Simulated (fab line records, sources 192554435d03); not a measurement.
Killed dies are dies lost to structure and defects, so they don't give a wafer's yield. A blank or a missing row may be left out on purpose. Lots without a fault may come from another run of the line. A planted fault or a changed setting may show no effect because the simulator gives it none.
Chamber matching | flow n5_finfet | N5_BEOL_M11_CURE_72 on uv_cure-03: 3 sister chambers
The step cures SiCOH lowk, time 120 s. 3 wafers are shown with their chamber, then 9 later ones without.

WAFERS WITH THEIR CHAMBER
wafer  | chamber | wafer_temp_C_max
L086.6 | 0       | 371.9
L091.5 | 1       | 372.6
L090.6 | 2       | 373.5

WAFERS WITHOUT THEIR CHAMBER
wafer  | wafer_temp_C_max
L092.2 | 372.1
L092.4 | 372.1
L092.5 | 372.7
L096.1 | 372.1
L096.4 | 371.8
L096.5 | 373.0
L095.3 | 371.9
L095.5 | 371.9
L095.6 | 372.3

WHICH CHAMBER EACH WENT THROUGH
wafer  | from the rows above     | in truth
L092.2 | can't be placed: 0 or 1 | 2
L092.4 | can't be placed: 0 or 1 | 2
L092.5 | 1                       | 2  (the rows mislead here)
L096.1 | can't be placed: 0 or 1 | 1
L096.4 | 0                       | 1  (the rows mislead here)
L096.5 | can't be placed: 1 or 2 | 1
L095.3 | 0                       | 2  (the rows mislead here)
L095.5 | 0                       | 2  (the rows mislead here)
L095.6 | can't be placed: 1 or 0 | 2
Placed correctly: 0 of 9. Can't be placed from these rows: 5 (the true chamber is among the candidates in 2). Placed wrongly: 4.
How it was worked out, from the rows above alone: a wafer's distance from a chamber is the root of the sum, over the readings, of the square of ((its reading less the chamber's mean) divided by the reading's scatter). The wafer belongs to the nearest chamber; if the next one is less than 2 further off, it can't be placed. A chamber's mean is the mean of its shown wafers. The scatter: with one shown wafer a chamber, the root of the mean of the squares of how far each hidden wafer lies from its nearest shown one.
